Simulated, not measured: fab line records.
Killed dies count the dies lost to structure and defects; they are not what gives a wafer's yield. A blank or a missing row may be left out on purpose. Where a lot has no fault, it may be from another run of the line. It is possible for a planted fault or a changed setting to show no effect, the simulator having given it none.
2 desks, one fault || flow n5 finfet || only its own numbers are on each desk; what lay behind them is given at the end

## FROM THE METROLOGY DESK
Means of the sampled wafers that have a number, per lot and without regard to the tool the lot ran on: this is what the gauges read. Marked OUT: a lot whose mean sits more than 4 standard deviations from the usual mean, which makes it out of limits; the brackets give that distance. Only the readings that lie furthest out on some lot appear, 7 of the 10 it has.
Columns: A = DIBL_N at N5_BEOL_M4_RC_MEAS_101, usual 36.0 mV/V; B = IOFF_N at N5_BEOL_M4_RC_MEAS_101, usual 0.16 nA/um; C = IOFF_P at N5_BEOL_M4_RC_MEAS_101, usual 0.21 nA/um; D = ION_P at N5_BEOL_M4_RC_MEAS_101, usual 461 uA/um; E = SS_N at N5_BEOL_M4_RC_MEAS_101, usual 71.4 mV/dec; F = VT_N at N5_BEOL_M4_RC_MEAS_101, usual 250 mV; G = VT_P at N5_BEOL_M4_RC_MEAS_101, usual -250.9 mV
{"lot": "L983", "first seen here": "day 8 23:30", "A": 36.9, "B": 0.19, "C": 0.23, "D": 468, "E": 71.3, "F": 248, "G": -247.7}
{"lot": "L987", "first seen here": "day 9 23:12", "A": 34.6, "B": 0.14, "C": 0.19, "D": 463, "E": 71.1, "F": 252, "G": -252.3}
{"lot": "L986", "first seen here": "day 10 02:00", "A": 34.2, "B": 0.12, "C": 0.17, "D": 457, "E": 71.0, "F": 254, "G": -253.8}
{"lot": "L992", "first seen here": "day 10 11:23", "A": 34.2, "B": 0.12, "C": 0.18, "D": 465, "E": 70.5, "F": 256, "G": -252.0}
{"lot": "L990", "first seen here": "day 11 02:52", "A": 37.3, "B": 0.19, "C": 0.22, "D": 462, "E": 71.9, "F": 247, "G": -251.5}
{"lot": "L994", "first seen here": "day 11 10:07", "A": 34.7, "B": 0.14, "C": 0.19, "D": 463, "E": 70.9, "F": 251, "G": -250.2}
{"lot": "L995", "first seen here": "day 11 10:08", "A": 35.4, "B": 0.16, "C": 0.22, "D": 463, "E": 71.5, "F": 249, "G": -248.6}
{"lot": "L102", "first seen here": "day 14 04:22", "A": 36.0, "B": 0.14, "C": 0.20, "D": 458, "E": 71.1, "F": 248, "G": -252.1}
{"lot": "L104", "first seen here": "day 14 06:26", "A": 38.1, "B": 0.17, "C": 0.22, "D": 461, "E": 71.9, "F": 249, "G": -250.7}
{"lot": "L103", "first seen here": "day 14 07:43", "A": 37.3, "B": 0.17, "C": 0.24, "D": 473, "E": 71.4, "F": 246, "G": -247.3}
Finding of this desk: none of the 10 lots has anything out of limits.

## THE TOOL OWNER'S DESK: litho track-02
The tool's own readings at N5_GATE_CUT_COAT_27 (time 60 s, resist thk 10 nm): means of the sampled wafers that have a number, for each lot that ran on this tool. Marked OUT: a lot whose mean sits more than 4 standard deviations from the usual mean, which makes it out of limits; the brackets give that distance.
Columns: A = heater power total W at N5_GATE_CUT_COAT_27, usual 391.8 W; B = plate temp C at N5_GATE_CUT_COAT_27, usual 204.96 C
{"lot": "L990", "first seen here": "day 6 18:10", "A": 391.3, "B": 204.93}
{"lot": "L992", "first seen here": "day 7 04:18", "A": 392.6, "B": 205.04}
{"lot": "L994", "first seen here": "day 7 18:51", "A": "401.6 (+7.5) OUT", "B": "209.43 (+26) OUT"}
{"lot": "L995", "first seen here": "day 8 00:48", "A": "403.6 (+9.1) OUT", "B": "209.89 (+29) OUT"}
Finding of this desk: L994, L995 out of limits; the first was L994 at day 7 18:51, on heater power total W at N5_GATE_CUT_COAT_27. L990, L992 stayed within limits.

## BROUGHT TOGETHER
The tool owner's desk had the chance to raise an alarm at day 7 18:51 on L994, L995.
The metrology desk saw nothing out of limits.
The metrology desk holds a record of L994, L995, inside its limits.
On litho track-02, each named lot ran N5_GATE_CUT_COAT_27.

## WHAT WAS PUT IN BY THE SIMULATOR
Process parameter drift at N5_GATE_CUT_COAT_27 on litho track-02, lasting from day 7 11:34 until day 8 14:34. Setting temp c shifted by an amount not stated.
Struck lots among those shown: L994, L995.
How many hours passed from the start of the fault until each desk's first out-of-limits reading: the tool owner's desk, 7.
